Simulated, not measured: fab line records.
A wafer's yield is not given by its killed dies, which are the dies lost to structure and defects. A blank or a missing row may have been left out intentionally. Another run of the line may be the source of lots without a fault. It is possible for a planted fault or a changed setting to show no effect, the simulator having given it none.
What tool caused it? || flow nand-harc || 36 wafers from 12 lots sampled at 5 of the route's 1302 steps

WHAT EACH GAUGE READ, for each wafer
NHARC_END_SORT_01. Usual: killed-at-array 59, standard deviation 24; killed-at-other 0.7, standard deviation 1.2; killed-at-periphery 3.5, standard deviation 2.6; killed-dies 63, standard deviation 24; killed-open 3.2, standard deviation 2.1; killed-short 2.4, standard deviation 1.5.
{"lot": "L540", "measured": "day 24 19:58", "on": "prober-01", "killed-at-array": "61 77 70", "killed-at-other": "4 2 3", "killed-at-periphery": "2 2 2", "killed-dies": "67 81 75", "killed-open": "4 3 2", "killed-short": "3 2 4", "flag": ""}
{"lot": "L541", "measured": "day 24 18:29", "on": "prober-02", "killed-at-array": "59 54 53", "killed-at-other": "3 2 0", "killed-at-periphery": "15 8 11", "killed-dies": "77 64 64", "killed-open": "7 2 3", "killed-short": "5 3 1", "flag": "OFF"}
{"lot": "L544", "measured": "day 25 05:32", "on": "prober-02", "killed-at-array": "23 36 27", "killed-at-other": "0 0 0", "killed-at-periphery": "3 3 3", "killed-dies": "26 39 30", "killed-open": "1 2 8", "killed-short": "1 7 2", "flag": ""}
{"lot": "L545", "measured": "day 27 00:28", "on": "prober-02", "killed-at-array": "63 61 65", "killed-at-other": "0 1 0", "killed-at-periphery": "3 6 6", "killed-dies": "66 68 71", "killed-open": "5 6 4", "killed-short": "2 3 7", "flag": ""}
{"lot": "L546", "measured": "day 27 01:14", "on": "prober-01", "killed-at-array": "95 112 108", "killed-at-other": "2 0 6", "killed-at-periphery": "1 2 1", "killed-dies": "98 114 115", "killed-open": "2 1 3", "killed-short": "3 5 0", "flag": ""}
{"lot": "L553", "measured": "day 29 21:00", "on": "prober-02", "killed-at-array": "674 677 671", "killed-at-other": "2 0 0", "killed-at-periphery": "1 0 6", "killed-dies": "677 677 677", "killed-open": "1 2 3", "killed-short": "2 3 5", "flag": "OFF"}
{"lot": "L555", "measured": "day 30 12:39", "on": "prober-01", "killed-at-array": "672 672 668", "killed-at-other": "0 1 2", "killed-at-periphery": "5 4 7", "killed-dies": "677 677 677", "killed-open": "2 5 4", "killed-short": "3 3 3", "flag": "OFF"}
{"lot": "L557", "measured": "day 32 23:23", "on": "prober-01", "killed-at-array": "30 43 41", "killed-at-other": "1 0 1", "killed-at-periphery": "5 2 3", "killed-dies": "36 45 45", "killed-open": "8 1 4", "killed-short": "1 2 2", "flag": ""}
{"lot": "L560", "measured": "day 33 06:24", "on": "prober-02", "killed-at-array": "67 76 57", "killed-at-other": "0 0 0", "killed-at-periphery": "5 6 3", "killed-dies": "72 82 60", "killed-open": "8 4 1", "killed-short": "3 0 0", "flag": ""}
{"lot": "L559", "measured": "day 33 14:14", "on": "prober-02", "killed-at-array": "29 44 48", "killed-at-other": "1 3 6", "killed-at-periphery": "3 6 3", "killed-dies": "33 53 57", "killed-open": "1 5 0", "killed-short": "1 3 4", "flag": ""}
{"lot": "L562", "measured": "day 33 22:07", "on": "prober-01", "killed-at-array": "68 68 74", "killed-at-other": "0 1 2", "killed-at-periphery": "1 3 6", "killed-dies": "69 72 82", "killed-open": "3 2 1", "killed-short": "0 2 1", "flag": ""}
{"lot": "L563", "measured": "day 34 11:32", "on": "prober-02", "killed-at-array": "54 41 46", "killed-at-other": "2 1 0", "killed-at-periphery": "2 2 2", "killed-dies": "58 44 48", "killed-open": "1 1 3", "killed-short": "3 3 3", "flag": ""}

WHAT TOOL EACH LOT RAN ON (gives the tool, then ch and the chambers of the sampled wafers, and finally the start)
{"lot": "L540", "NHARC_A_STAIRCASE_ETCH_201": "rie-diel-05 ch 0,3, day 16 05:17 or earlier", "NHARC_A_STAIRCASE_ETCH_223": "rie-diel-05 ch 1,2, day 16 05:17 or earlier", "NHARC_A_STAIRCASE_ETCH_225": "rie-diel-05 ch 0,1,3, day 16 05:17", "NHARC_A_STAIRCASE_ETCH_230": "rie-diel-05 ch 0,1,3, day 24 19:58 or earlier"}
{"lot": "L541", "NHARC_A_STAIRCASE_ETCH_201": "rie-diel-05 ch 0,2, day 16 11:30 or earlier", "NHARC_A_STAIRCASE_ETCH_223": "rie-diel-05 ch 0,1,2, day 16 11:30 or earlier", "NHARC_A_STAIRCASE_ETCH_225": "rie-diel-05 ch 1,3, day 16 11:30", "NHARC_A_STAIRCASE_ETCH_230": "rie-diel-13 ch 1,2,3, day 24 18:29 or earlier"}
{"lot": "L544", "NHARC_A_STAIRCASE_ETCH_201": "rie-diel-13 ch 1,2, day 17 09:10 or earlier", "NHARC_A_STAIRCASE_ETCH_223": "rie-diel-13 ch 1,2,3, day 17 09:10 or earlier", "NHARC_A_STAIRCASE_ETCH_225": "rie-diel-13 ch 0,1,3, day 17 09:10", "NHARC_A_STAIRCASE_ETCH_230": "rie-diel-01 ch 2,3, day 25 05:32 or earlier"}
{"lot": "L545", "NHARC_A_STAIRCASE_ETCH_201": "rie-diel-13 ch 0,1, day 18 13:21 or earlier", "NHARC_A_STAIRCASE_ETCH_223": "rie-diel-13 ch 1,2, day 18 13:21 or earlier", "NHARC_A_STAIRCASE_ETCH_225": "rie-diel-13 ch 2,3, day 18 13:21", "NHARC_A_STAIRCASE_ETCH_230": "rie-diel-05 ch 0,1,2, day 27 00:28 or earlier"}
{"lot": "L546", "NHARC_A_STAIRCASE_ETCH_201": "rie-diel-13 ch 0,2, day 18 20:47 or earlier", "NHARC_A_STAIRCASE_ETCH_223": "rie-diel-01 ch 0,2,3, day 18 20:47 or earlier", "NHARC_A_STAIRCASE_ETCH_225": "rie-diel-01 ch 0,2, day 18 20:47", "NHARC_A_STAIRCASE_ETCH_230": "rie-diel-01 ch 0,2, day 27 01:14 or earlier"}
{"lot": "L553", "NHARC_A_STAIRCASE_ETCH_201": "rie-diel-05 ch 1,2, day 21 14:56 or earlier", "NHARC_A_STAIRCASE_ETCH_223": "rie-diel-13 ch 0,2, day 21 14:56 or earlier", "NHARC_A_STAIRCASE_ETCH_225": "rie-diel-13 ch 1,3, day 21 14:56", "NHARC_A_STAIRCASE_ETCH_230": "rie-diel-01 ch 1,3, day 29 21:00 or earlier"}
{"lot": "L555", "NHARC_A_STAIRCASE_ETCH_201": "rie-diel-01 ch 0,3, day 22 04:45 or earlier", "NHARC_A_STAIRCASE_ETCH_223": "rie-diel-13 ch 0,1,3, day 22 04:45 or earlier", "NHARC_A_STAIRCASE_ETCH_225": "rie-diel-13 ch 0,3, day 22 04:45", "NHARC_A_STAIRCASE_ETCH_230": "rie-diel-05 ch 2,3, day 30 12:39 or earlier"}
{"lot": "L557", "NHARC_A_STAIRCASE_ETCH_201": "rie-diel-01 ch 2,3, day 23 12:47 or earlier", "NHARC_A_STAIRCASE_ETCH_223": "rie-diel-05 ch 0,1, day 23 12:47 or earlier", "NHARC_A_STAIRCASE_ETCH_225": "rie-diel-05 ch 1,2,3, day 23 12:47", "NHARC_A_STAIRCASE_ETCH_230": "rie-diel-01 ch 0,1, day 32 23:23 or earlier"}
{"lot": "L560", "NHARC_A_STAIRCASE_ETCH_201": "rie-diel-05 ch 2,3, day 24 14:35 or earlier", "NHARC_A_STAIRCASE_ETCH_223": "rie-diel-05 ch 0,1, day 24 14:35 or earlier", "NHARC_A_STAIRCASE_ETCH_225": "rie-diel-05 ch 2,3, day 24 14:35", "NHARC_A_STAIRCASE_ETCH_230": "rie-diel-01 ch 0,2, day 33 06:24 or earlier"}
{"lot": "L559", "NHARC_A_STAIRCASE_ETCH_201": "rie-diel-13 ch 0,2,3, day 24 19:04 or earlier", "NHARC_A_STAIRCASE_ETCH_223": "rie-diel-01 ch 0,1, day 24 19:04 or earlier", "NHARC_A_STAIRCASE_ETCH_225": "rie-diel-01 ch 0,1,3, day 24 19:04", "NHARC_A_STAIRCASE_ETCH_230": "rie-diel-01 ch 0,1,3, day 33 14:14 or earlier"}
{"lot": "L562", "NHARC_A_STAIRCASE_ETCH_201": "rie-diel-13 ch 0,1,2, day 25 09:53 or earlier", "NHARC_A_STAIRCASE_ETCH_223": "rie-diel-01 ch 0,1,2, day 25 09:53 or earlier", "NHARC_A_STAIRCASE_ETCH_225": "rie-diel-01 ch 0,2,3, day 25 09:53", "NHARC_A_STAIRCASE_ETCH_230": "rie-diel-13 ch 0,1,3, day 33 22:07 or earlier"}
{"lot": "L563", "NHARC_A_STAIRCASE_ETCH_201": "rie-diel-05 ch 0,1,3, day 26 02:04 or earlier", "NHARC_A_STAIRCASE_ETCH_223": "rie-diel-13 ch 1,2, day 26 02:04 or earlier", "NHARC_A_STAIRCASE_ETCH_225": "rie-diel-13 ch 1,2, day 26 02:04", "NHARC_A_STAIRCASE_ETCH_230": "rie-diel-05 ch 0,1, day 34 11:32 or earlier"}
- NHARC_A_STAIRCASE_ETCH_201: etches the open film in C4F8/O2, target depth 100 nm, time 40.5 s.
- NHARC_A_STAIRCASE_ETCH_223: etches the open film in C4F8/O2, target depth 100 nm, time 40.5 s.
- NHARC_A_STAIRCASE_ETCH_225: etches the open film in C4F8/O2, target depth 100 nm, time 40.5 s.
- NHARC_A_STAIRCASE_ETCH_230: etches the open film in C4F8/O2, target depth 100 nm, time 40.5 s.

WHAT THE TOOLS THEMSELVES READ (means of the sampled wafers that have a number; where no wafer has one, the mark that the record gives instead)
NHARC_A_STAIRCASE_ETCH_201. Usual: oes-product-au 0.948 a.u., standard deviation 0.011; rf-fwd-power-W 593 W, standard deviation 3.1; rf-vpp-V 894 V, standard deviation 5.7.
{"lot": "L540", "tool": "rie-diel-05", "oes-product-au (a.u.)": 0.949, "rf-fwd-power-W (W)": 594, "rf-vpp-V (V)": 904, "flag": ""}
{"lot": "L541", "tool": "rie-diel-05", "oes-product-au (a.u.)": 0.946, "rf-fwd-power-W (W)": 595, "rf-vpp-V (V)": 895, "flag": ""}
{"lot": "L544", "tool": "rie-diel-13", "oes-product-au (a.u.)": 0.949, "rf-fwd-power-W (W)": 592, "rf-vpp-V (V)": 892, "flag": ""}
{"lot": "L545", "tool": "rie-diel-13", "oes-product-au (a.u.)": 0.942, "rf-fwd-power-W (W)": 593, "rf-vpp-V (V)": 891, "flag": ""}
{"lot": "L546", "tool": "rie-diel-13", "oes-product-au (a.u.)": 0.938, "rf-fwd-power-W (W)": 593, "rf-vpp-V (V)": 890, "flag": ""}
{"lot": "L553", "tool": "rie-diel-05", "oes-product-au (a.u.)": 0.941, "rf-fwd-power-W (W)": 595, "rf-vpp-V (V)": 888, "flag": ""}
{"lot": "L555", "tool": "rie-diel-01", "oes-product-au (a.u.)": 0.968, "rf-fwd-power-W (W)": 592, "rf-vpp-V (V)": 894, "flag": ""}
{"lot": "L557", "tool": "rie-diel-01", "oes-product-au (a.u.)": 0.952, "rf-fwd-power-W (W)": 588, "rf-vpp-V (V)": 899, "flag": ""}
{"lot": "L560", "tool": "rie-diel-05", "oes-product-au (a.u.)": 0.939, "rf-fwd-power-W (W)": 594, "rf-vpp-V (V)": 890, "flag": ""}
{"lot": "L559", "tool": "rie-diel-13", "oes-product-au (a.u.)": 0.944, "rf-fwd-power-W (W)": 595, "rf-vpp-V (V)": 891, "flag": ""}
{"lot": "L562", "tool": "rie-diel-13", "oes-product-au (a.u.)": 0.948, "rf-fwd-power-W (W)": 594, "rf-vpp-V (V)": 891, "flag": ""}
{"lot": "L563", "tool": "rie-diel-05", "oes-product-au (a.u.)": 0.956, "rf-fwd-power-W (W)": 594, "rf-vpp-V (V)": 897, "flag": ""}

NHARC_A_STAIRCASE_ETCH_223. Usual: oes-product-au 0.944 a.u., standard deviation 0.011; rf-fwd-power-W 593 W, standard deviation 3.1; rf-vpp-V 895 V, standard deviation 5.6.
{"lot": "L540", "tool": "rie-diel-05", "oes-product-au (a.u.)": 0.945, "rf-fwd-power-W (W)": 595, "rf-vpp-V (V)": 888, "flag": ""}
{"lot": "L541", "tool": "rie-diel-05", "oes-product-au (a.u.)": 0.938, "rf-fwd-power-W (W)": 597, "rf-vpp-V (V)": 894, "flag": ""}
{"lot": "L544", "tool": "rie-diel-13", "oes-product-au (a.u.)": 0.939, "rf-fwd-power-W (W)": 591, "rf-vpp-V (V)": 893, "flag": ""}
{"lot": "L545", "tool": "rie-diel-13", "oes-product-au (a.u.)": 0.942, "rf-fwd-power-W (W)": 593, "rf-vpp-V (V)": 892, "flag": ""}
{"lot": "L546", "tool": "rie-diel-01", "oes-product-au (a.u.)": 0.962, "rf-fwd-power-W (W)": 588, "rf-vpp-V (V)": 898, "flag": ""}
{"lot": "L553", "tool": "rie-diel-13", "oes-product-au (a.u.)": 0.944, "rf-fwd-power-W (W)": 595, "rf-vpp-V (V)": 890, "flag": ""}
{"lot": "L555", "tool": "rie-diel-13", "oes-product-au (a.u.)": 0.949, "rf-fwd-power-W (W)": 594, "rf-vpp-V (V)": 891, "flag": ""}
{"lot": "L557", "tool": "rie-diel-05", "oes-product-au (a.u.)": 0.943, "rf-fwd-power-W (W)": 596, "rf-vpp-V (V)": 894, "flag": ""}
{"lot": "L560", "tool": "rie-diel-05", "oes-product-au (a.u.)": 0.933, "rf-fwd-power-W (W)": 595, "rf-vpp-V (V)": 899, "flag": ""}
{"lot": "L559", "tool": "rie-diel-01", "oes-product-au (a.u.)": 0.951, "rf-fwd-power-W (W)": 592, "rf-vpp-V (V)": 900, "flag": ""}
{"lot": "L562", "tool": "rie-diel-01", "oes-product-au (a.u.)": 0.946, "rf-fwd-power-W (W)": 592, "rf-vpp-V (V)": 900, "flag": ""}
{"lot": "L563", "tool": "rie-diel-13", "oes-product-au (a.u.)": 0.943, "rf-fwd-power-W (W)": 595, "rf-vpp-V (V)": 892, "flag": ""}

NHARC_A_STAIRCASE_ETCH_225. Usual: oes-product-au 0.944 a.u., standard deviation 0.01; rf-fwd-power-W 593 W, standard deviation 3.4; rf-vpp-V 894 V, standard deviation 5.5.
{"lot": "L540", "tool": "rie-diel-05", "oes-product-au (a.u.)": 0.943, "rf-fwd-power-W (W)": 593, "rf-vpp-V (V)": 898, "flag": ""}
{"lot": "L541", "tool": "rie-diel-05", "oes-product-au (a.u.)": 0.948, "rf-fwd-power-W (W)": 593, "rf-vpp-V (V)": 897, "flag": ""}
{"lot": "L544", "tool": "rie-diel-13", "oes-product-au (a.u.)": 0.942, "rf-fwd-power-W (W)": 597, "rf-vpp-V (V)": 892, "flag": ""}
{"lot": "L545", "tool": "rie-diel-13", "oes-product-au (a.u.)": 0.940, "rf-fwd-power-W (W)": 594, "rf-vpp-V (V)": 894, "flag": ""}
{"lot": "L546", "tool": "rie-diel-01", "oes-product-au (a.u.)": 0.955, "rf-fwd-power-W (W)": 591, "rf-vpp-V (V)": 899, "flag": ""}
{"lot": "L553", "tool": "rie-diel-13", "oes-product-au (a.u.)": 1.258, "rf-fwd-power-W (W)": 595, "rf-vpp-V (V)": 892, "flag": "OFF"}
{"lot": "L555", "tool": "rie-diel-13", "oes-product-au (a.u.)": 1.262, "rf-fwd-power-W (W)": 595, "rf-vpp-V (V)": 891, "flag": "OFF"}
{"lot": "L557", "tool": "rie-diel-05", "oes-product-au (a.u.)": 0.948, "rf-fwd-power-W (W)": 590, "rf-vpp-V (V)": 891, "flag": ""}
{"lot": "L560", "tool": "rie-diel-05", "oes-product-au (a.u.)": 0.942, "rf-fwd-power-W (W)": 596, "rf-vpp-V (V)": 891, "flag": ""}
{"lot": "L559", "tool": "rie-diel-01", "oes-product-au (a.u.)": 0.956, "rf-fwd-power-W (W)": 591, "rf-vpp-V (V)": 897, "flag": ""}
{"lot": "L562", "tool": "rie-diel-01", "oes-product-au (a.u.)": 0.937, "rf-fwd-power-W (W)": 590, "rf-vpp-V (V)": 897, "flag": ""}
{"lot": "L563", "tool": "rie-diel-13", "oes-product-au (a.u.)": 0.948, "rf-fwd-power-W (W)": 592, "rf-vpp-V (V)": 892, "flag": ""}

NHARC_A_STAIRCASE_ETCH_230. Usual: oes-product-au 0.955 a.u., standard deviation 0.018; rf-fwd-power-W 592 W, standard deviation 3.2; rf-vpp-V 896 V, standard deviation 5.8.
{"lot": "L540", "tool": "rie-diel-05", "oes-product-au (a.u.)": 0.949, "rf-fwd-power-W (W)": 593, "rf-vpp-V (V)": 899, "flag": ""}
{"lot": "L541", "tool": "rie-diel-13", "oes-product-au (a.u.)": 0.941, "rf-fwd-power-W (W)": 595, "rf-vpp-V (V)": 894, "flag": ""}
{"lot": "L544", "tool": "rie-diel-01", "oes-product-au (a.u.)": 0.977, "rf-fwd-power-W (W)": 589, "rf-vpp-V (V)": 901, "flag": ""}
{"lot": "L545", "tool": "rie-diel-05", "oes-product-au (a.u.)": 0.970, "rf-fwd-power-W (W)": 594, "rf-vpp-V (V)": 893, "flag": ""}
{"lot": "L546", "tool": "rie-diel-01", "oes-product-au (a.u.)": 0.951, "rf-fwd-power-W (W)": 592, "rf-vpp-V (V)": 899, "flag": ""}
{"lot": "L553", "tool": "rie-diel-01", "oes-product-au (a.u.)": 0.930, "rf-fwd-power-W (W)": 591, "rf-vpp-V (V)": 900, "flag": ""}
{"lot": "L555", "tool": "rie-diel-05", "oes-product-au (a.u.)": 0.956, "rf-fwd-power-W (W)": 593, "rf-vpp-V (V)": 895, "flag": ""}
{"lot": "L557", "tool": "rie-diel-01", "oes-product-au (a.u.)": 0.958, "rf-fwd-power-W (W)": 590, "rf-vpp-V (V)": 901, "flag": ""}
{"lot": "L560", "tool": "rie-diel-01", "oes-product-au (a.u.)": 0.970, "rf-fwd-power-W (W)": 590, "rf-vpp-V (V)": 899, "flag": ""}
{"lot": "L559", "tool": "rie-diel-01", "oes-product-au (a.u.)": 0.943, "rf-fwd-power-W (W)": 593, "rf-vpp-V (V)": 897, "flag": ""}
{"lot": "L562", "tool": "rie-diel-13", "oes-product-au (a.u.)": 0.970, "rf-fwd-power-W (W)": 593, "rf-vpp-V (V)": 890, "flag": ""}
{"lot": "L563", "tool": "rie-diel-05", "oes-product-au (a.u.)": 0.982, "rf-fwd-power-W (W)": 597, "rf-vpp-V (V)": 898, "flag": ""}

THE ANSWER, worked out from the rows above alone
Rule: take the mean of a lot's wafers that have a number; if it is more than 3 standard deviations from the usual mean, the lot is off. Also off: a lot with no number at a reading for which 4 or more lots have one. Any other lot the step has rows for is counted as sound. After the gauges, taken in route order, come the tools' own readings; for these a lot's mean is taken, as printed above. The first step at which some lot is off is used, and at that step the reading that is off furthest; a lot without a number counts as furthest.
Off, at NHARC_END_SORT_01 on killed-at-array: L553, L555.
If a tool, at a process step before that reading, ran all the lots that are off and no sound lot after the first of them, it fits. The gauges at NHARC_END_SORT_01 aren't tried: what is off there is off at NHARC_A_STAIRCASE_ETCH_225 too, on other tools, and a gauge's error can't cause that. With no start given for some of its lots, NHARC_A_STAIRCASE_ETCH_201 uses the hours and lot order of NHARC_A_STAIRCASE_ETCH_225. With no start given for some of its lots, NHARC_A_STAIRCASE_ETCH_223 uses the hours and lot order of NHARC_A_STAIRCASE_ETCH_225. With no start given for some of its lots, NHARC_A_STAIRCASE_ETCH_230 uses the hours and lot order of NHARC_END_SORT_01. Not one of the candidates tried fits.

WHAT THE SIMULATOR HAD INSERTED
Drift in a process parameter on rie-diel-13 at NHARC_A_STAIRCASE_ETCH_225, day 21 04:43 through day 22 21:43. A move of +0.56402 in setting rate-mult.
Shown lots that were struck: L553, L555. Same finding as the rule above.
